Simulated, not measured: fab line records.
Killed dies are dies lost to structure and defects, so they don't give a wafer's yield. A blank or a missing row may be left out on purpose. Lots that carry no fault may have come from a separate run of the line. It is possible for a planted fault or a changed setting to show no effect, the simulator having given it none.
The tool behind it: which one? :: flow nand-harc :: 6 lots, 18 wafers sampled, at 3 steps of a route of 1159

== WHAT THE GAUGES SHOWED, per wafer ==
NHARC_A_M1_CD_MEAS_09: target cd 120 nm.
lot: L393
measured: day 18 12:42
on: cd-sem-03
cd-nm (nm): 120.1 120.1 120.3

lot: L394
measured: day 18 18:31
on: cd-sem-02
cd-nm (nm): 119.8 120.1 120.1

lot: L398
measured: day 19 13:41
on: cd-sem-02
cd-nm (nm): 119.9 119.5 119.6

lot: L399
measured: day 20 03:35
on: cd-sem-03
cd-nm (nm): 120.2 119.7 119.8

lot: L409
measured: day 22 20:44
on: cd-sem-01
cd-nm (nm): 121.3 121.5 121.9

lot: L413
measured: day 24 08:11
on: cd-sem-03
cd-nm (nm): 119.8 120.8 119.7

== WHICH TOOL RAN EACH LOT (tool, then ch and the chambers of the sampled wafers, then the start) ==
lot: L393
NHARC_A_M0_ETCH_15: rie-diel-08 ch 0,3, day 18 09:01 or earlier
NHARC_A_M1_EXPOSE_06: arfi-scanner-03 ch 0, day 18 12:34

lot: L394
NHARC_A_M0_ETCH_15: rie-diel-10 ch 1,2,3, day 18 14:59 or earlier
NHARC_A_M1_EXPOSE_06: arfi-scanner-02 ch 0, day 18 18:22

lot: L398
NHARC_A_M0_ETCH_15: rie-diel-08 ch 0,2, day 19 09:57 or earlier
NHARC_A_M1_EXPOSE_06: arfi-scanner-03 ch 0, day 19 13:33

lot: L399
NHARC_A_M0_ETCH_15: rie-diel-08 ch 0,1,2, day 19 23:49 or earlier
NHARC_A_M1_EXPOSE_06: arfi-scanner-02 ch 0, day 20 03:27

lot: L409
NHARC_A_M0_ETCH_15: rie-diel-08 ch 0,3, day 22 17:10 or earlier
NHARC_A_M1_EXPOSE_06: arfi-scanner-01 ch 0, day 22 20:36

lot: L413
NHARC_A_M0_ETCH_15: rie-diel-06 ch 0,1,2, day 24 04:37 or earlier
NHARC_A_M1_EXPOSE_06: arfi-scanner-02 ch 0, day 24 08:03
- NHARC_A_M0_ETCH_15: etches the open film in C4F8/Ar, target depth 150 nm, overetch 15 nm, time 82.5 s.
- NHARC_A_M1_EXPOSE_06: exposes mask A M1, target cd 120 nm.

== THE ANSWER, worked out from the rows above alone ==
Rule: the lots themselves supply what counts as usual. Put in order of their means at a reading, lots are off if they are a third of the lots or fewer, leave a main group of 4 or more, and stand apart from it by a gap of 3 or more times the standard deviation of the main group's means; of several such gaps the widest counts. The tables above print the reading to a certain number of digits; a main group whose means all agree to those digits is not used. Also off: a lot with no number at a reading for which 4 or more lots have one. Where the step has rows for the other lots, those lots are counted as sound.
Off at NHARC_A_M1_CD_MEAS_09 (cd-nm): L409. The main group: mean 120.0 nm, standard deviation 0.18.
A tool fits if, at a process step before that reading, it ran every lot that is off, and no sound lot after the first of them. The gauges at NHARC_A_M1_CD_MEAS_09 are tried like those tools. NHARC_A_M0_ETCH_15: start missing for some lots; hours and lot order therefore follow NHARC_A_M0_CD_MEAS_16. Can't be told from this: 3 tools fit, rie-diel-08 at NHARC_A_M0_ETCH_15, arfi-scanner-01 at NHARC_A_M1_EXPOSE_06, cd-sem-01 at NHARC_A_M1_CD_MEAS_09.

== WHAT THE SIMULATOR HAD INSERTED ==
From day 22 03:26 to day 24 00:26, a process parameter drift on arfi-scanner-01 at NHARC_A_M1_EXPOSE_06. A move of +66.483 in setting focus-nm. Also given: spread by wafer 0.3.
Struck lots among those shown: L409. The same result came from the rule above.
